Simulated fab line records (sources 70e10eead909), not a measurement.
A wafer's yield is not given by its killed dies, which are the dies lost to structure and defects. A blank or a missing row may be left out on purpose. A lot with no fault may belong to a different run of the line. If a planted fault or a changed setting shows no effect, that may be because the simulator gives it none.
Matching of chambers | flow nand-harc | pecvd-01 running NHARC_A_ONON_D1_DEP_33: 3 sister chambers
The step deposits SiO2, target thk 200 nm. 3 wafers are shown with their chamber, then 7 later ones without.

== WAFERS, EACH WITH ITS CHAMBER ==
wafer  | chamber | throttle-valve-pct (%)
L650.2 | 2       | 15.8
L659.6 | 0       | 15.3
L660.3 | 1       | 16.2

== WAFERS MISSING THEIR CHAMBER ==
wafer  | throttle-valve-pct (%)
L660.5 | 15.4
L667.1 | 15.8
L667.2 | 14.9
L667.4 | 15.5
L670.2 | 15.2
L670.3 | 16.5
L670.6 | 15.1

== THE CHAMBER EACH PASSED THROUGH ==
wafer  | from the rows above     | in truth
L660.5 | can't be placed: 0 or 2 | 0
L667.1 | can't be placed: 2 or 1 | 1
L667.2 | 0                       | 0
L667.4 | can't be placed: 0 or 2 | 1
L670.2 | 0                       | 0
L670.3 | can't be placed: 1 or 2 | 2
L670.6 | 0                       | 0
Correct placement for 3 of the 7. Cannot be placed on the basis of these rows: 4; the candidates contain the true chamber in 3. 0 placed wrongly.
How it was worked out, from the rows above alone: a wafer's distance from a chamber is the root of the sum, over the readings, of the square of ((its reading less the chamber's mean) divided by the reading's scatter). The wafer belongs to the nearest chamber; if the next one is less than 2 further off, it can't be placed. Each chamber's mean is taken over the wafers shown for it. The scatter: root of mean squared gap, hidden wafer to nearest shown wafer, with one shown wafer a chamber.
